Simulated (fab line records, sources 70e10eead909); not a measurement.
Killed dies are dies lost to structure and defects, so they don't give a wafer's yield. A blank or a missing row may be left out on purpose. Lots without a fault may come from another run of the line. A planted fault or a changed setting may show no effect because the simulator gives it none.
A struck lot beside a sound one | flow nand_harc | 15 steps out of a route of 1159
Sound: wafers L176.3, L176.5, L176.6. Struck: wafer L183.5. (L183.2, L183.6 of the same lot were not struck and are left out.) The cause comes at the end.
At each step with rows: each side's tool, then ch and its chambers, then its first start. Under that, the readings that differ: sound wafers | struck wafers | difference of the means | sigmas: that difference in standard deviations of wafers without a fault.
alike: readings whose means differ by less than 2 such deviations, and words and numbers that are the same on both sides. not compared: withheld readings, readings that some wafer has no value for, bounds like >300 that may hide the same value, and numbers for which the record gives no deviation and whose values overlap.
The two part at a step that has a row with sigmas, a row that says differs or no value, or rows on one side only. Numbers that don't overlap but have no deviation are shown without sigmas and don't part them. A reading that every wafer of one side lacks parts them only if that side has two wafers or more.

first, 4 steps without rows for these wafers: NHARC_P_BONDPAD_EBR_05; NHARC_P_BONDPAD_EXPOSE_06 (exposes mask P BPAD); NHARC_P_BONDPAD_PEB_07 (peb time 80 s); NHARC_P_BONDPAD_DEVELOP_08 (time 50 s).
NHARC_P_BONDPAD_CD_MEAS_09: target cd 500 nm.
  sound on cd_sem-03 ch 0, day 9 12:48; struck on cd_sem-03 ch 0, day 10 23:08
  reading    | sound             | struck | difference | sigmas
  cd_nm (nm) | 499.4 499.8 501.2 | 503.9  | +3.8       | +2
NHARC_P_BONDPAD_OVL_MEAS_38:
  sound on overlay-02, day 9 12:53; struck on overlay-02, day 10 23:13
  reading           | sound    | struck | difference | sigmas
  overlay_x_nm (nm) | -8 -8 -8 | 17     | +25        | +4
  alike: overlay_y_nm
then, 1 step without rows for these wafers: NHARC_P_BONDPAD_HARDBAKE_10 (time 65 s).
NHARC_P_BONDPAD_DESCUM_11: chemistry O2, time 3 s.
  sound on rie_diel-09 ch 1,2, day 9 13:02; struck on rie_diel-09 ch 0, day 10 23:21
  reading                     | sound       | struck | difference | sigmas
  drypump_motor_current_A (A) | 4.9 5.4 4.9 | 6.3    | +1.2       | +2
  alike: o2_flow_sccm, oes_product_au, rf_vpp_V, showerhead_plenum_p_Torr, throttle_valve_pct
  not compared: rf_hours_counter_h
NHARC_P_BONDPAD_ETCH_37: etches the open film in N2/H2, target depth 60 nm, overetch 18 nm, time 65.91 s.
  sound on rie_diel-09 ch 0,2, day 9 13:14; struck on rie_diel-09 ch 3, day 10 23:26
  alike: drypump_motor_current_A, oes_product_au, rf_vpp_V, showerhead_plenum_p_Torr, throttle_valve_pct
  not compared: rf_hours_counter_h
NHARC_P_BONDPAD_ETCH_12: etches the open film in CHF3/O2, target depth 200 nm, time 100 s.
  sound on rie_diel-09 ch 1,2; struck on rie_diel-09 ch 1
  alike: drypump_motor_current_A, o2_flow_sccm, oes_product_au, rf_vpp_V, showerhead_plenum_p_Torr, throttle_valve_pct
  not compared: rf_hours_counter_h
NHARC_P_BONDPAD_CD_MEAS_13:
  sound on cd_sem-03, day 9 13:29; struck on cd_sem-01, day 10 23:40
  reading    | sound             | struck | difference | sigmas
  cd_nm (nm) | 497.5 498.5 500.6 | 504.8  | +5.9       | +3
NHARC_P_BONDPAD_STRIP_15: strips in O2.
  sound on rie_diel-09 ch 1,2, day 9 13:36; struck on rie_diel-04 ch 3, day 10 23:47
  reading                     | sound             | struck | difference | sigmas
  drypump_motor_current_A (A) | 4.9 4.9 5.5       | 6.1    | +1.0       | +2
  o2_flow_sccm (sccm)         | 501.6 499.9 502.4 | 497.9  | -3.4       | -2
  alike: oes_product_au, rf_vpp_V, showerhead_plenum_p_Torr, throttle_valve_pct
  not compared: rf_hours_counter_h
NHARC_P_BONDPAD_ETCH_24: etches the open film in CF4/N2, target depth 30 nm, time 72.99 s.
  sound on rie_diel-09 ch 0,1, day 9 13:46; struck on rie_diel-04 ch 0, day 10 23:53
  reading               | sound             | struck | difference | sigmas
  oes_product_au (a.u.) | 0.997 0.995 0.994 | 0.848  | -0.147     | -19
  alike: drypump_motor_current_A, rf_vpp_V, showerhead_plenum_p_Torr, throttle_valve_pct
  not compared: rf_hours_counter_h
then, 1 step without rows for these wafers: NHARC_P_BONDPAD_STRIP_16 (strips in post etch residue remover, time 600 s).
-- the record jumps here: 13 days lie between the struck wafers' starts before and after (it left off in module P_BONDPAD and takes up again in module END, whose first step shown is number 1159 of the route) --
NHARC_END_SORT_01:
  sound on prober-01 ch 0, day 21 22:10; struck on prober-01 ch 0, day 23 23:31
  reading            | sound | struck | difference | sigmas
  killed_open        | 4     | 0      | -4         | -2
  sort_bin_4_pct (%) | 1.2   | 3.8    | +2.6       | +2
  alike: defect_limited_yield, killed_at_array, killed_at_other, killed_at_periphery, killed_dies, killed_short, sort_bin_2_pct, sort_bin_3_pct, sort_n_pass, sort_rim_yield_pct, sort_yield_pct

WHERE THEY PART
First at NHARC_P_BONDPAD_CD_MEAS_09; last, within this record, at NHARC_END_SORT_01.

WHY: what the simulator had put in
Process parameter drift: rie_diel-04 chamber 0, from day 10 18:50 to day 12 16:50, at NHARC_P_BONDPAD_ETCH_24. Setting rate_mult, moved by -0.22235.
